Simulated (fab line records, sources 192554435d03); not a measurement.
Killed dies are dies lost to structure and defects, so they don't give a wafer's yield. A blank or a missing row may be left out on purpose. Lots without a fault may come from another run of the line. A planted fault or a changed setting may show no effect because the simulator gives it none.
Split-lot experiment | flow n5_finfet | 7 lots, 21 wafers read, on a route of 1938 steps

THE SPLIT
At N5_BEOL_M8_PECVD_70 (deposits SiO2 from TEOS/O2, target thk 20 nm, time 22.7 s), the setting temp_c was moved away from the recipe's 400 C on 9 of the 21 wafers read, by -2.2% to +4.0%. The other wafers ran this setting at the recipe's value.

FROM THE SPLIT TO THE READING: what the file shows between them, 15 steps
- N5_BEOL_M8_EXPOSE_08: exposes mask M8 (also split here: dose_mj)
- N5_BEOL_M8_PEB_09: peb time 60 s
- N5_BEOL_M8_DEVELOP_10: develop time 30 s
- N5_BEOL_M8_CD_MEAS_11: target cd 38.5 nm
- N5_BEOL_M8_DESCUM_16: chemistry O2, time 7.9 s
- N5_BEOL_M8_ETCH_61: etches SiARC in CF4, target depth 45.5 nm, time 75.8 s
- N5_BEOL_M8_ETCH_62: etches SOC in N2/H2, target depth 110 nm, overetch 22 nm, time 165 s
- N5_BEOL_M8_STRIP_68: strips in N2/H2
- N5_BEOL_M8_STRIP_67: strips in CF4
- N5_BEOL_M8_HM_OPEN_17: chemistry Cl2/BCl3, target TiN, target depth 20 nm, overetch 6 nm
- N5_BEOL_M8_STRIP_19: strips in O2
- N5_BEOL_M8_CD_MEAS_18: pitch 80 nm, target cd 40 nm
- N5_BEOL_M8_COAT_63: time 60 s, resist thk 60 nm
- N5_BEOL_M8_COAT_64: time 60 s, resist thk 12 nm
- N5_BEOL_M8_STRIP_80: strips in N2/H2, time 10 s

THE READING
SiO2_of_BEOL_M8_PECVD_70.thk_nm (the simulator's own value, which no gauge read), in nm, at N5_BEOL_M8_HM_STRIP_39 (strips TiN in peroxide tin strip, target depth 25 nm, time 158 s). The file gives no usual value for it. The 12 wafers here that ran the recipe average 20.2 nm, standard deviation 0.29 nm.

wafer  | tool, chamber at the split | temp_c as run, C | against the recipe | SiO2_of_BEOL_M8_PECVD_70.thk_nm, nm | against lot-mates on the recipe
L074.2 | pecvd-04, 0                | 400              | recipe             | 20.4                                | -
L074.4 | pecvd-04, 2                | 400              | recipe             | 20.2                                | -
L074.5 | pecvd-04, 0                | 400              | recipe             | 20.8                                | -
L079.1 | pecvd-03, 1                | 405.8            | +1.4%              | 19.2                                | -1.0
L079.2 | pecvd-03, 2,1              | 400              | recipe             | 20.2                                | -
L079.6 | pecvd-03, 2,1              | 400              | recipe             | 20.2                                | -
L086.2 | pecvd-01, 2                | 400              | recipe             | 20.2                                | -
L086.5 | pecvd-01, 2                | 391.3            | -2.2%              | 21.8                                | +1.6
L086.6 | pecvd-01, 0                | 391.3            | -2.2%              | 21.4                                | +1.2
L088.2 | pecvd-03, 1                | 400              | recipe             | 19.8                                | -
L088.4 | pecvd-03, 0,1              | 400              | recipe             | 20.4                                | -
L088.6 | pecvd-03, 0,1              | 400              | recipe             | 20.2                                | -
L087.1 | pecvd-03, 0                | 394.7            | -1.3%              | 20.6                                | +1.0
L087.3 | pecvd-03, 2                | 400              | recipe             | 19.6                                | -
L087.4 | pecvd-03, 0                | 394.7            | -1.3%              | 21.4                                | +1.8
L090.3 | pecvd-04, 1                | 413.3            | +3.3%              | 18.6                                | -1.4
L090.5 | pecvd-04, 1                | 400              | recipe             | 20                                  | -
L090.6 | pecvd-04, 2                | 413.3            | +3.3%              | 18.2                                | -1.8
L089.1 | pecvd-03, 2                | 415.8            | +4.0%              | 17.8                                | -2.2
L089.3 | pecvd-03, 1                | 400              | recipe             | 20                                  | -
L089.5 | pecvd-03, 2                | 415.8            | +4.0%              | 18.2                                | -1.8
Where a row lists several chambers, the file gives one row for several wafers and doesn't say which wafer went through which chamber.

THE FIT
A straight line over all 21 wafers: SiO2_of_BEOL_M8_PECVD_70.thk_nm changes by -0.571 nm for each +1% of temp_c; r = -0.96; the points scatter about the line by 0.3 nm.
The same after taking each lot's own level away (the mean of its wafers on the recipe; 21 wafers): -0.567 nm for each +1%; r = -0.96; scatter 0.31 nm.
On that fit, the largest move of temp_c shifts the reading by 2.2 nm.
The lots' own levels span 19.60 to 20.47 nm, that is 3.0 times the standard deviation above.
So the lot-to-lot level changes the slope little: the two slopes agree.
Check: with one of the wafers moved furthest among these (+4.0%) left out of the fit, the line predicts -2.09 nm for it against its lot-mates. It came out at -2.2 nm against them.

OTHER SPLITS ON THESE WAFERS
These wafers also went through other splits before the reading. Each is held against what the fit with the lots' levels taken away leaves over:
other split on the same wafers    | wafers away from the commonest value | r with SiO2_of_BEOL_M8_PECVD_70.thk_nm (lot level and that fit taken away)
N5_BEOL_M6_HM_DEP_02 target_thk_a | 5                                    | +0.29
N5_BEOL_M7_PECVD_70 temp_c        | 2                                    | +0.30
N5_BEOL_M8_EXPOSE_08 dose_mj      | 6                                    | +0.12

THE WHOLE CHAIN: every reading that the file lists as answering this split, in the file's order
step                   | what it does                                                     | reading                                                                          | change (the file's fit)               | r (the file's)
N5_BEOL_M8_PECVD_70    | deposits SiO2 from TEOS/O2, target thk 20 nm, time 22.7 s        | SiO2_of_BEOL_M8_PECVD_70.thk_nm (the simulator's own value, which no gauge read) | -0.576 nm for each +1% of the setting | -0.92
N5_BEOL_M8_HM_STRIP_39 | strips TiN in peroxide tin strip, target depth 25 nm, time 158 s | SiO2_of_BEOL_M8_PECVD_70.thk_nm (the simulator's own value, which no gauge read) | -0.555 nm for each +1% of the setting | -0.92

THE FILE'S OWN FIT
SiO2_of_BEOL_M8_PECVD_70.thk_nm changes by -0.555 nm for each +1% of temp_c, r = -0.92.
